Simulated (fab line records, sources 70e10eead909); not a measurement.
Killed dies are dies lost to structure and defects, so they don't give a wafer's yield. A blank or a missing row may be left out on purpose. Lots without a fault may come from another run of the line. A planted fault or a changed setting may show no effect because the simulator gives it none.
Which tool did it? | flow nand_harc | 23 lots, 69 wafers sampled, at 6 steps of a route of 1302

WHAT THE GAUGES READ, wafer by wafer
The record holds no reading of a measuring or inspecting step that can be judged against a usual standard deviation.

WHICH TOOL RAN EACH LOT (tool, then ch and the chambers of the sampled wafers, then the start)
lot  | NHARC_A_STAIRCASE_DESCUM_11        | NHARC_A_STAIRCASE_ETCH_19      | NHARC_A_STAIRCASE_TRIM_191     | NHARC_A_STAIRCASE_TRIM_200     | NHARC_A_STAIRCASE_TRIM_226     | NHARC_A_STAIRCASE_ETCH_234
L074 | rie_diel-12 ch 0,3, day 15 10:13   | rie_diel-12 ch 0,1,2, no start | rie_diel-05 ch 0,1,2, no start | rie_diel-04 ch 0,1, no start   | rie_diel-12 ch 0,3, no start   | rie_diel-12 ch 0,1, no start
L075 | rie_diel-12 ch 1,2, day 15 20:32   | rie_diel-12 ch 0,1,2, no start | rie_diel-12 ch 1,2,3, no start | rie_diel-05 ch 0,1,3, no start | rie_diel-05 ch 1,2, no start   | rie_diel-05 ch 0,1,3, no start
L076 | rie_diel-05 ch 0,1,2, day 16 08:15 | rie_diel-05 ch 0,1,2, no start | rie_diel-04 ch 0,2,3, no start | rie_diel-12 ch 1,2, no start   | rie_diel-05 ch 0,1,3, no start | rie_diel-04 ch 0,2, no start
L078 | rie_diel-04 ch 2,3, day 16 16:49   | rie_diel-04 ch 0,1,2, no start | rie_diel-04 ch 2,3, no start   | rie_diel-04 ch 2,3, no start   | rie_diel-05 ch 0,3, no start   | rie_diel-12 ch 0,1,3, no start
L077 | rie_diel-05 ch 0,1,3, day 16 17:26 | rie_diel-05 ch 1,2,3, no start | rie_diel-05 ch 0,1,3, no start | rie_diel-05 ch 0,3, no start   | rie_diel-05 ch 1,2, no start   | rie_diel-05 ch 0,1,3, no start
L079 | rie_diel-05 ch 0,2, day 17 20:58   | rie_diel-05 ch 0,2, no start   | rie_diel-04 ch 1,2, no start   | rie_diel-04 ch 1,2, no start   | rie_diel-04 ch 1,2,3, no start | rie_diel-04 ch 1,2, no start
L081 | rie_diel-04 ch 0,1,2, day 18 07:07 | rie_diel-04 ch 0,1, no start   | rie_diel-12 ch 0,1,3, no start | rie_diel-05 ch 2,3, no start   | rie_diel-04 ch 1,2,3, no start | rie_diel-04 ch 0,1,3, no start
L080 | rie_diel-04 ch 0,1,3, day 18 09:59 | rie_diel-04 ch 1,2,3, no start | rie_diel-12 ch 0,1, no start   | rie_diel-04 ch 1,2, no start   | rie_diel-12 ch 1,2, no start   | rie_diel-05 ch 0,2,3, no start
L082 | rie_diel-05 ch 0,2, day 18 23:15   | rie_diel-05 ch 1,2, no start   | rie_diel-12 ch 0,2,3, no start | rie_diel-12 ch 1,2,3, no start | rie_diel-05 ch 0,2, no start   | rie_diel-05 ch 0,2, no start
L084 | rie_diel-04 ch 0,3, day 19 19:12   | rie_diel-04 ch 1,2, no start   | rie_diel-04 ch 1,3, no start   | rie_diel-04 ch 1,2,3, no start | rie_diel-04 ch 1,2, no start   | rie_diel-04 ch 0,1,3, no start
L083 | rie_diel-04 ch 0,1,2, day 19 19:22 | rie_diel-04 ch 0,1,2, no start | rie_diel-12 ch 0,1,3, no start | rie_diel-04 ch 1,2,3, no start | rie_diel-12 ch 0,1,3, no start | rie_diel-05 ch 0,1,3, no start
L085 | rie_diel-12 ch 2,3, day 20 01:08   | rie_diel-12 ch 1,2,3, no start | rie_diel-05 ch 0,1,2, no start | rie_diel-12 ch 0,2,3, no start | rie_diel-12 ch 2,3, no start   | rie_diel-05 ch 0,2, no start
L086 | rie_diel-04 ch 0,1, day 20 11:50   | rie_diel-04 ch 0,3, no start   | rie_diel-04 ch 1,2, no start   | rie_diel-05 ch 0,3, no start   | rie_diel-04 ch 0,2,3, no start | rie_diel-12 ch 0,1,3, no start
L087 | rie_diel-12 ch 0,1,2, day 20 16:59 | rie_diel-12 ch 0,1,3, no start | rie_diel-04 ch 0,1,3, no start | rie_diel-04 ch 1,2,3, no start | rie_diel-12 ch 1,2,3, no start | rie_diel-05 ch 1,2,3, no start
L088 | rie_diel-04 ch 1,2, day 21 15:16   | rie_diel-04 ch 0,1,3, no start | rie_diel-04 ch 0,3, no start   | rie_diel-04 ch 0,1,3, no start | rie_diel-05 ch 0,1,2, no start | rie_diel-04 ch 1,2, no start
L091 | rie_diel-04 ch 0,2,3, day 22 14:02 | rie_diel-04 ch 1,2,3, no start | rie_diel-04 ch 1,2,3, no start | rie_diel-04 ch 0,1,3, no start | rie_diel-05 ch 0,1,2, no start | rie_diel-05 ch 0,1,3, no start
L090 | rie_diel-05 ch 1,2, day 22 14:25   | rie_diel-05 ch 0,1, no start   | rie_diel-12 ch 2,3, no start   | rie_diel-12 ch 0,2,3, no start | rie_diel-04 ch 0,3, no start   | rie_diel-04 ch 0,2,3, no start
L093 | rie_diel-12 ch 1,2, day 23 10:40   | rie_diel-12 ch 0,1,2, no start | rie_diel-04 ch 0,3, no start   | rie_diel-04 ch 0,1,2, no start | rie_diel-04 ch 0,1,2, no start | rie_diel-12 ch 0,1,2, no start
L092 | rie_diel-05 ch 0,2,3, day 23 10:50 | rie_diel-05 ch 0,3, no start   | rie_diel-12 ch 0,3, no start   | rie_diel-04 ch 0,1,3, no start | rie_diel-04 ch 0,1,2, no start | rie_diel-12 ch 0,1,3, no start
L094 | rie_diel-04 ch 0,2,3, day 23 21:58 | rie_diel-04 ch 0,2,3, no start | rie_diel-12 ch 1,3, no start   | rie_diel-12 ch 2,3, no start   | rie_diel-04 ch 0,1,2, no start | rie_diel-05 ch 1,2,3, no start
L095 | rie_diel-05 ch 0,2, day 24 11:53   | rie_diel-05 ch 0,3, no start   | rie_diel-04 ch 0,1,3, no start | rie_diel-05 ch 0,1,2, no start | rie_diel-05 ch 0,2, no start   | rie_diel-04 ch 1,2,3, no start
L096 | rie_diel-05 ch 0,2,3, day 24 12:47 | rie_diel-05 ch 1,2,3, no start | rie_diel-04 ch 0,2,3, no start | rie_diel-04 ch 0,1,2, no start | rie_diel-12 ch 0,1,3, no start | rie_diel-05 ch 0,2,3, no start
L097 | rie_diel-04 ch 0,1,3, day 25 00:34 | rie_diel-04 ch 2,3, no start   | rie_diel-12 ch 1,2,3, no start | rie_diel-12 ch 1,2,3, no start | rie_diel-12 ch 1,2,3, no start | rie_diel-12 ch 1,2,3, no start
- NHARC_A_STAIRCASE_DESCUM_11: chemistry O2, time 3 s.
- NHARC_A_STAIRCASE_ETCH_19: etches the open film in C4F8/O2, target depth 100 nm, time 40.5 s.
- NHARC_A_STAIRCASE_TRIM_191: chemistry O2, time 211.2 s.
- NHARC_A_STAIRCASE_TRIM_200: chemistry O2, time 211.2 s.
- NHARC_A_STAIRCASE_TRIM_226: chemistry O2, time 211.2 s.
- NHARC_A_STAIRCASE_ETCH_234: etches the open film in C4F8/O2, target depth 100 nm, time 40.5 s.

WHAT THE TOOLS THEMSELVES READ (means of the sampled wafers that have a number; where no wafer has one, the mark that the record gives instead)
NHARC_A_STAIRCASE_DESCUM_11. Usual: drypump_motor_current_A 5.82 A, standard deviation 0.25; oes_product_au 1.004 a.u., standard deviation 0.014; rf_vpp_V 57.7 V, standard deviation 0.86; showerhead_plenum_p_Torr 1.89 Torr, standard deviation 0.064; throttle_valve_pct 11.311 %, standard deviation 0.0094.
lot  | tool        | drypump_motor_current_A (A) | oes_product_au (a.u.) | rf_vpp_V (V) | showerhead_plenum_p_Torr (Torr) | throttle_valve_pct (%) | flag
L074 | rie_diel-12 | 5.67                        | 0.990                 | 58.0         | 1.83                            | 11.314                 |
L075 | rie_diel-12 | 5.80                        | 0.997                 | 57.6         | 1.92                            | 11.315                 |
L076 | rie_diel-05 | 5.86                        | 1.005                 | 57.9         | 1.86                            | 11.306                 |
L078 | rie_diel-04 | 6.02                        | 1.012                 | 57.6         | 1.98                            | 11.312                 |
L077 | rie_diel-05 | 5.75                        | 0.995                 | 57.8         | 1.84                            | 11.311                 |
L079 | rie_diel-05 | 5.86                        | 1.007                 | 58.0         | 1.88                            | 11.304                 |
L081 | rie_diel-04 | 5.92                        | 0.999                 | 57.5         | 1.97                            | 11.294                 |
L080 | rie_diel-04 | 5.68                        | 1.001                 | 57.6         | 1.92                            | 11.308                 |
L082 | rie_diel-05 | 5.64                        | 1.003                 | 57.4         | 1.87                            | 11.299                 |
L084 | rie_diel-04 | 5.81                        | 1.005                 | 56.8         | 1.91                            | 11.313                 |
L083 | rie_diel-04 | 5.94                        | 1.003                 | 57.8         | 1.96                            | 11.312                 |
L085 | rie_diel-12 | 5.66                        | 0.987                 | 57.2         | 1.84                            | 11.308                 |
L086 | rie_diel-04 | 5.70                        | 1.009                 | 58.5         | 1.95                            | 11.305                 |
L087 | rie_diel-12 | 5.80                        | 1.002                 | 57.3         | 1.89                            | 11.303                 |
L088 | rie_diel-04 | 6.03                        | 1.001                 | 57.2         | 1.99                            | 11.317                 |
L091 | rie_diel-04 | 5.91                        | 1.005                 | 58.1         | 1.93                            | 11.308                 |
L090 | rie_diel-05 | 6.07                        | 1.007                 | 57.4         | 1.85                            | 11.314                 |
L093 | rie_diel-12 | 5.81                        | 1.004                 | 57.7         | 1.90                            | 11.317                 |
L092 | rie_diel-05 | 5.78                        | 0.994                 | 57.8         | 1.85                            | 11.319                 |
L094 | rie_diel-04 | 5.89                        | 1.013                 | 58.3         | 1.93                            | 11.307                 |
L095 | rie_diel-05 | 5.84                        | 0.999                 | 57.6         | 1.87                            | 11.310                 |
L096 | rie_diel-05 | 5.75                        | 1.006                 | 56.5         | 1.85                            | 11.310                 |
L097 | rie_diel-04 | 5.68                        | 1.017                 | 58.5         | 1.91                            | 11.306                 |

NHARC_A_STAIRCASE_ETCH_19. Usual: oes_product_au 0.946 a.u., standard deviation 0.016; rf_vpp_V 895 V, standard deviation 4.1.
lot  | tool        | oes_product_au (a.u.) | rf_vpp_V (V) | flag
L074 | rie_diel-12 | 0.958                 | 895          |
L075 | rie_diel-12 | 0.957                 | 895          |
L076 | rie_diel-05 | 0.940                 | 892          |
L078 | rie_diel-04 | 0.953                 | 900          |
L077 | rie_diel-05 | 0.947                 | 892          |
L079 | rie_diel-05 | 0.934                 | 894          |
L081 | rie_diel-04 | 0.953                 | 898          |
L080 | rie_diel-04 | 0.953                 | 899          |
L082 | rie_diel-05 | 0.952                 | 892          |
L084 | rie_diel-04 | 0.938                 | 901          |
L083 | rie_diel-04 | 0.935                 | 899          |
L085 | rie_diel-12 | 0.946                 | 894          |
L086 | rie_diel-04 | 0.958                 | 894          |
L087 | rie_diel-12 | 0.950                 | 892          |
L088 | rie_diel-04 | 0.946                 | 896          |
L091 | rie_diel-04 | 0.944                 | 897          |
L090 | rie_diel-05 | 0.939                 | 889          |
L093 | rie_diel-12 | 0.948                 | 893          |
L092 | rie_diel-05 | 0.924                 | 892          |
L094 | rie_diel-04 | 0.970                 | 898          |
L095 | rie_diel-05 | 0.934                 | 892          |
L096 | rie_diel-05 | 0.938                 | 890          |
L097 | rie_diel-04 | 0.950                 | 898          |

NHARC_A_STAIRCASE_TRIM_191. Usual: drypump_motor_current_A 5.81 A, standard deviation 0.23; oes_product_au 1.002 a.u., standard deviation 0.016; rf_vpp_V 57.8 V, standard deviation 0.84; showerhead_plenum_p_Torr 3.50 Torr, standard deviation 0.11; throttle_valve_pct 17.036 %, standard deviation 0.0088.
lot  | tool        | drypump_motor_current_A (A) | oes_product_au (a.u.) | rf_vpp_V (V) | showerhead_plenum_p_Torr (Torr) | throttle_valve_pct (%) | flag
L074 | rie_diel-05 | 5.86                        | 1.010                 | 56.9         | 3.43                            | 17.031                 |
L075 | rie_diel-12 | 5.72                        | 0.993                 | 58.5         | 3.48                            | 17.027                 |
L076 | rie_diel-04 | 5.89                        | 1.010                 | 57.2         | 3.58                            | 17.024                 |
L078 | rie_diel-04 | 6.01                        | 1.019                 | 58.3         | 3.63                            | 17.036                 |
L077 | rie_diel-05 | 5.76                        | 0.991                 | 57.6         | 3.40                            | 17.047                 |
L079 | rie_diel-04 | 6.04                        | 0.995                 | 58.2         | 3.67                            | 17.033                 |
L081 | rie_diel-12 | 5.75                        | 0.996                 | 57.2         | 3.43                            | 17.035                 |
L080 | rie_diel-12 | 5.85                        | 1.007                 | 56.9         | 3.49                            | 17.045                 |
L082 | rie_diel-12 | 5.75                        | 0.998                 | 58.5         | 3.43                            | 17.031                 |
L084 | rie_diel-04 | 5.58                        | 1.013                 | 58.9         | 3.55                            | 17.035                 |
L083 | rie_diel-12 | 5.74                        | 0.999                 | 57.5         | 3.43                            | 17.033                 |
L085 | rie_diel-05 | 5.86                        | 1.001                 | 56.5         | 3.42                            | 17.040                 |
L086 | rie_diel-04 | 5.82                        | 1.006                 | 57.8         | 3.63                            | 17.036                 |
L087 | rie_diel-04 | 5.70                        | 1.008                 | 57.9         | 3.53                            | 17.045                 |
L088 | rie_diel-04 | 5.69                        | 1.010                 | 57.2         | 3.49                            | 17.032                 |
L091 | rie_diel-04 | 5.80                        | 1.002                 | 57.4         | 3.58                            | 17.041                 |
L090 | rie_diel-12 | 5.68                        | 0.979                 | 57.1         | 3.40                            | 17.036                 |
L093 | rie_diel-04 | 5.83                        | 1.014                 | 57.6         | 3.50                            | 17.040                 |
L092 | rie_diel-12 | 5.78                        | 0.991                 | 57.7         | 3.37                            | 17.041                 |
L094 | rie_diel-12 | 5.66                        | 0.984                 | 57.3         | 3.40                            | 17.034                 |
L095 | rie_diel-04 | 5.69                        | 1.015                 | 58.4         | 3.52                            | 17.032                 |
L096 | rie_diel-04 | 5.91                        | 1.022                 | 58.2         | 3.55                            | 17.034                 |
L097 | rie_diel-12 | 5.77                        | 0.985                 | 58.2         | 3.44                            | 17.037                 |

NHARC_A_STAIRCASE_TRIM_200. Usual: drypump_motor_current_A 5.81 A, standard deviation 0.25; oes_product_au 1.002 a.u., standard deviation 0.017; rf_vpp_V 57.8 V, standard deviation 0.92; showerhead_plenum_p_Torr 3.51 Torr, standard deviation 0.11; throttle_valve_pct 17.036 %, standard deviation 0.0096.
lot  | tool        | drypump_motor_current_A (A) | oes_product_au (a.u.) | rf_vpp_V (V) | showerhead_plenum_p_Torr (Torr) | throttle_valve_pct (%) | flag
L074 | rie_diel-04 | 5.83                        | 1.010                 | 57.4         | 3.58                            | 17.039                 |
L075 | rie_diel-05 | 5.76                        | 0.997                 | 57.5         | 3.40                            | 17.035                 |
L076 | rie_diel-12 | 5.81                        | 1.004                 | 57.1         | 3.54                            | 17.045                 |
L078 | rie_diel-04 | 5.77                        | 1.021                 | 57.7         | 3.55                            | 17.034                 |
L077 | rie_diel-05 | 5.64                        | 0.983                 | 57.1         | 3.43                            | 17.035                 |
L079 | rie_diel-04 | 5.81                        | 0.987                 | 57.3         | 3.64                            | 17.040                 |
L081 | rie_diel-05 | 5.89                        | 1.002                 | 58.3         | 3.44                            | 17.035                 |
L080 | rie_diel-04 | 5.84                        | 0.996                 | 57.8         | 3.64                            | 17.037                 |
L082 | rie_diel-12 | 5.75                        | 0.990                 | 58.1         | 3.47                            | 17.040                 |
L084 | rie_diel-04 | 5.81                        | 1.004                 | 58.7         | 3.58                            | 17.038                 |
L083 | rie_diel-04 | 5.80                        | 1.009                 | 58.1         | 3.58                            | 17.026                 |
L085 | rie_diel-12 | 5.74                        | 0.984                 | 57.5         | 3.42                            | 17.046                 |
L086 | rie_diel-05 | 5.64                        | 0.993                 | 58.1         | 3.41                            | 17.031                 |
L087 | rie_diel-04 | 5.80                        | 1.004                 | 58.2         | 3.58                            | 17.040                 |
L088 | rie_diel-04 | 5.71                        | 1.007                 | 57.8         | 3.53                            | 17.035                 |
L091 | rie_diel-04 | 5.69                        | 1.011                 | 57.8         | 3.53                            | 17.022                 |
L090 | rie_diel-12 | 5.75                        | 0.979                 | 57.1         | 3.41                            | 17.025                 |
L093 | rie_diel-04 | 5.93                        | 1.014                 | 58.0         | 3.60                            | 17.043                 |
L092 | rie_diel-04 | 5.69                        | 1.023                 | 58.4         | 3.52                            | 17.031                 |
L094 | rie_diel-12 | 5.74                        | 0.970                 | 57.5         | 3.45                            | 17.039                 |
L095 | rie_diel-05 | 5.85                        | 1.004                 | 57.2         | 3.39                            | 17.044                 |
L096 | rie_diel-04 | 5.95                        | 1.022                 | 58.8         | 3.60                            | 17.040                 |
L097 | rie_diel-12 | 5.74                        | 0.989                 | 58.1         | 3.44                            | 17.032                 |

NHARC_A_STAIRCASE_TRIM_226. Usual: drypump_motor_current_A 5.81 A, standard deviation 0.24; oes_product_au 1.001 a.u., standard deviation 0.018; rf_vpp_V 57.7 V, standard deviation 0.83; showerhead_plenum_p_Torr 3.48 Torr, standard deviation 0.1; throttle_valve_pct 17.037 %, standard deviation 0.0089.
lot  | tool        | drypump_motor_current_A (A) | oes_product_au (a.u.) | rf_vpp_V (V) | showerhead_plenum_p_Torr (Torr) | throttle_valve_pct (%) | flag
L074 | rie_diel-12 | 5.78                        | 1.006                 | 57.1         | 3.40                            | 17.036                 |
L075 | rie_diel-05 | 6.09                        | 1.016                 | 57.7         | 3.39                            | 17.038                 |
L076 | rie_diel-05 | 5.76                        | 0.985                 | 57.9         | 3.40                            | 17.035                 |
L078 | rie_diel-05 | 5.65                        | 0.975                 | 58.1         | 3.43                            | 17.034                 |
L077 | rie_diel-05 | 6.09                        | 1.017                 | 56.7         | 3.44                            | 17.043                 |
L079 | rie_diel-04 | 5.80                        | 1.004                 | 58.7         | 3.59                            | 17.037                 |
L081 | rie_diel-04 | 5.79                        | 1.005                 | 57.8         | 3.59                            | 17.033                 |
L080 | rie_diel-12 | 5.82                        | 1.014                 | 58.4         | 3.53                            | 17.044                 |
L082 | rie_diel-05 | 5.87                        | 0.993                 | 57.8         | 3.47                            | 17.050                 |
L084 | rie_diel-04 | 5.80                        | 1.010                 | 58.1         | 3.63                            | 17.037                 |
L083 | rie_diel-12 | 5.75                        | 0.996                 | 56.8         | 3.43                            | 17.034                 |
L085 | rie_diel-12 | 5.66                        | 0.973                 | 57.4         | 3.41                            | 17.042                 |
L086 | rie_diel-04 | 5.91                        | 1.015                 | 58.0         | 3.56                            | 17.043                 |
L087 | rie_diel-12 | 5.74                        | 0.999                 | 57.9         | 3.46                            | 17.037                 |
L088 | rie_diel-05 | 5.86                        | 0.992                 | 57.5         | 3.41                            | 17.034                 |
L091 | rie_diel-05 | 5.87                        | 0.999                 | 57.7         | 3.40                            | 17.039                 |
L090 | rie_diel-04 | 5.81                        | 1.000                 | 57.5         | 3.51                            | 17.039                 |
L093 | rie_diel-04 | 5.92                        | 1.013                 | 58.1         | 3.60                            | 17.035                 |
L092 | rie_diel-04 | 5.93                        | 1.015                 | 58.1         | 3.60                            | 17.038                 |
L094 | rie_diel-04 | 5.92                        | 1.016                 | 58.7         | 3.60                            | 17.038                 |
L095 | rie_diel-05 | 5.88                        | 0.994                 | 57.4         | 3.45                            | 17.031                 |
L096 | rie_diel-12 | 5.77                        | 0.993                 | 56.8         | 3.41                            | 17.041                 |
L097 | rie_diel-12 | 5.73                        | 0.993                 | 58.3         | 3.44                            | 17.038                 |

NHARC_A_STAIRCASE_ETCH_234. Usual: oes_product_au 0.945 a.u., standard deviation 0.016; rf_vpp_V 894 V, standard deviation 3.6.
lot  | tool        | oes_product_au (a.u.) | rf_vpp_V (V) | flag
L074 | rie_diel-12 | 0.948                 | 895          |
L075 | rie_diel-05 | 0.946                 | 891          |
L076 | rie_diel-04 | 0.942                 | 899          |
L078 | rie_diel-12 | 0.948                 | 892          |
L077 | rie_diel-05 | 0.938                 | 892          |
L079 | rie_diel-04 | 0.950                 | 901          |
L081 | rie_diel-04 | 0.939                 | 897          |
L080 | rie_diel-05 | 0.955                 | 892          |
L082 | rie_diel-05 | 0.920                 | 894          |
L084 | rie_diel-04 | 0.955                 | 897          |
L083 | rie_diel-05 | 0.933                 | 891          |
L085 | rie_diel-05 | 0.941                 | 893          |
L086 | rie_diel-12 | 0.952                 | 892          |
L087 | rie_diel-05 | 0.951                 | 891          |
L088 | rie_diel-04 | 0.956                 | 901          |
L091 | rie_diel-05 | 0.926                 | 891          |
L090 | rie_diel-04 | 0.951                 | 898          |
L093 | rie_diel-12 | 0.947                 | 894          |
L092 | rie_diel-12 | 0.929                 | 892          |
L094 | rie_diel-05 | 0.960                 | 890          |
L095 | rie_diel-04 | 0.957                 | 898          |
L096 | rie_diel-05 | 0.948                 | 891          |
L097 | rie_diel-12 | 0.940                 | 893          |

THE ANSWER, worked out from the rows above alone
Rule: a lot is off if the mean of its wafers that have a number lies more than 3 standard deviations from the usual mean. A lot without any number at a reading at which 4 lots or more have one is off too. The other lots that the step has rows for count as sound. The gauges are gone through in route order, then the tools' own readings, and for those a lot's mean is taken as printed above. The first step at which some lot is off is used, and at that step the reading that is off furthest; a lot without a number counts as furthest.
No lot is off at any reading shown: from this, nothing can be told.

WHAT THE SIMULATOR HAD PUT IN
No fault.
